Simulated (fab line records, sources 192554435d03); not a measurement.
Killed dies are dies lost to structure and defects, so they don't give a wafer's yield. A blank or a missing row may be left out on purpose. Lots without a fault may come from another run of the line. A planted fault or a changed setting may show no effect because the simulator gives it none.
Chamber matching | flow n5_finfet | N5_SD_EPI_P_ETCH_37 on rie_diel-02: 4 sister chambers
The step etches SOC in N2/H2, overetch 108 nm, time 486 s. 8 wafers are shown with their chamber, then 9 later ones without.

WAFERS WITH THEIR CHAMBER
wafer  | chamber | showerhead_plenum_p_Torr (Torr) | throttle_valve_pct (%)
L077.3 | 1       | 2.65                            | 23.81
L082.1 | 3       | 2.46                            | 24.27
L082.4 | 0       | 2.55                            | 24.11
L085.1 | 0       | 2.55                            | 24.14
L085.6 | 2       | 2.52                            | 23.68
L087.2 | 3       | 2.46                            | 24.29
L087.3 | 2       | 2.52                            | 23.69
L087.4 | 1       | 2.64                            | 23.84

WAFERS WITHOUT THEIR CHAMBER
wafer  | showerhead_plenum_p_Torr (Torr) | throttle_valve_pct (%)
L092.1 | 2.52                            | 23.72
L092.2 | 2.64                            | 23.86
L092.3 | 2.45                            | 24.30
L094.2 | 2.52                            | 23.71
L094.3 | 2.45                            | 24.30
L094.4 | 2.54                            | 24.13
L096.2 | 2.63                            | 23.86
L096.3 | 2.54                            | 24.16
L096.5 | 2.51                            | 23.70

WHICH CHAMBER EACH WENT THROUGH
wafer  | from the rows above | in truth
L092.1 | 2                   | 2
L092.2 | 1                   | 1
L092.3 | 3                   | 3
L094.2 | 2                   | 2
L094.3 | 3                   | 3
L094.4 | 0                   | 0
L096.2 | 1                   | 1
L096.3 | 0                   | 0
L096.5 | 2                   | 2
Placed correctly: 9 of 9. Can't be placed from these rows: 0. Placed wrongly: 0.
How it was worked out, from the rows above alone: a wafer's distance from a chamber is the root of the sum, over the readings, of the square of ((its reading less the chamber's mean) divided by the reading's scatter). The wafer belongs to the nearest chamber; if the next one is less than 2 further off, it can't be placed. A chamber's mean is the mean of its shown wafers. The scatter: the root of (the sum of the squares of (reading less its chamber's mean) over the shown wafers, divided by (wafers less chambers)).
